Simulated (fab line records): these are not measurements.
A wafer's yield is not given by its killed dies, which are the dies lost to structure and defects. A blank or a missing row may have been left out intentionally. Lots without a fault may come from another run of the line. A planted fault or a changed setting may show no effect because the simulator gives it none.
Struck lot and sound lot, side by side || flow n5 finfet || 15 steps out of a route of 1938
Sound: wafers L937.1, L937.4, L937.6. Struck: wafers L951.3, L951.5 (left out: L951.6, a lot-mate that was not struck); the cause follows at the end.
Order at every step that has rows: each side's tool, ch and its chambers, its first start. Under that, the readings that differ: sound wafers || struck wafers || difference of the means || sigmas: that difference in standard deviations of wafers without a fault.
alike: same words and numbers on both sides, and readings whose means sit less than 2 such deviations apart. not compared: any withheld reading, any reading some wafer has no value for, any bound like >300 that may hide the same value, and any number with overlapping values for which the record gives no deviation.
Wherever a step has rows on one side only, a row that says differs or no value, or a row with sigmas, the two part there. Numbers that don't overlap but have no deviation are shown without sigmas and don't part them. A reading missing from all wafers of one side parts the sides only when that side holds two or more wafers.

N5_GATE_CUT_INSPECT_15: inspects for defects (brightfield).
  sound: defect inspect-02 at day 4 12:43; struck: defect inspect-02 at day 7 22:41
  alike: raw defect count
N5_GATE_CUT_DESCUM_18: chemistry O2, time 7 s.
  sound on rie diel-04 ch 0,1,3, day 4 12:45; struck on rie diel-02 ch 1, day 7 22:44
{"reading": "drypump motor current A (A)", "sound": "6.1 6.1 5.6", "struck": "5.0 5.0", "difference": -0.9, "sigmas": -2}
  alike: oes product au, rf vpp V, showerhead plenum p Torr, throttle valve pct
  not compared: rf hours counter h
then, 1 step without rows for these wafers: N5_GATE_CUT_ETCH_28 (etches underlayer in N2/H2, target depth 13 nm, time 10.4 s).
N5_GATE_CUT_ETCH_36: etches SiARC in CF4, target depth 13 nm, time 21.7 s.
  sound on rie diel-04 ch 0,1,3, day 4 12:48; struck on rie diel-02 ch 1, day 7 22:47
  alike: bias w, drypump motor current A, etch rf on time s, oes product au, rf vpp V, showerhead plenum p Torr, throttle valve pct
  not compared: rf hours counter h
N5_GATE_CUT_ETCH_37: etches SOC in N2/H2, target depth 60 nm, overetch 12 nm, time 90 s.
  sound on rie diel-04 ch 0,1,3, day 4 12:50; struck on rie diel-02 ch 1, day 7 22:49
{"reading": "drypump motor current A (A)", "sound": "6.1 6.1 5.7", "struck": "5.0 5.0", "difference": -1.0, "sigmas": -2}
  alike: bias w, oes product au, rf vpp V, showerhead plenum p Torr, throttle valve pct
  not compared: rf hours counter h
then, 2 steps without rows for these wafers: N5_GATE_CUT_STRIP_38 (strips in N2/H2); N5_GATE_CUT_STRIP_39 (strips in N2/H2).
N5_GATE_CUT_HM_OPEN_40: chemistry C4F6/O2, target SiO2, target depth 139 nm, time 85.1 s.
  sound on rie diel-04 ch 0,1,3, day 4 12:55; struck on rie diel-02 ch 1, day 7 22:53
  alike: drypump motor current A, etch rf on time s, oes product au, rf vpp V, showerhead plenum p Torr, throttle valve pct
  not compared: rf hours counter h
then, 3 steps without rows for these wafers: N5_GATE_CUT_STRIP_41 (strips in CF4); N5_GATE_CUT_STRIP_42 (strips in O2); N5_GATE_CUT_ETCH_19 (etches SiNx in CH3F/O2, target depth 53.7 nm, time 76.7 s).
N5_GATE_CUT_CUT_ETCH_53: etches W in SF6/Cl2, target depth 79.2 nm.
  sound on rie metal-01 ch 0,1, day 4 13:08; struck on rie metal-01 ch 1, day 7 23:08
  alike: bias w, drypump motor current A, etch rf on time s, oes product au, throttle valve pct
  not compared: rf hours counter h
N5_GATE_CUT_CUT_ETCH_54: etches TiN in Cl2/BCl3, target depth 96.7 nm.
  sound on rie metal-01 ch 0,1, day 4 13:12; struck on rie metal-01 ch 1, day 7 23:12
{"reading": "bias w (W)", "sound": "126.1 126.2 125.7", "struck": "130.9 130.6", "difference": "+4.8", "sigmas": "+12"}
  alike: drypump motor current A, etch rf on time s, oes product au, throttle valve pct
  not compared: rf hours counter h
then, 1 step without rows for these wafers: N5_GATE_CUT_CUT_ETCH_55 (etches HfO2 in BCl3, target depth 3.2 nm).
-- record jumps: 10 days separate the struck wafers' starts on either side; left off in module GATE_CUT, taken up again in module PASSIVATION, whose first shown step is the route's number 1936 --
N5_PASSIVATION_PROBE_49:
  sound: prober-01 at day 14 03:19; struck: prober-01 at day 18 08:53
{"reading": "killed short", "sound": "44 46 52", "struck": "18 28", "difference": -24, "sigmas": -3}
  alike: killed_at_M0_to_M3, killed_at_M4_up, killed at contacts, killed at front end, killed at other, killed dies, killed open

## WHERE THEY PART
First at N5_GATE_CUT_DESCUM_18; last, within this record, at N5_PASSIVATION_PROBE_49.

WHY: what the simulator had put in
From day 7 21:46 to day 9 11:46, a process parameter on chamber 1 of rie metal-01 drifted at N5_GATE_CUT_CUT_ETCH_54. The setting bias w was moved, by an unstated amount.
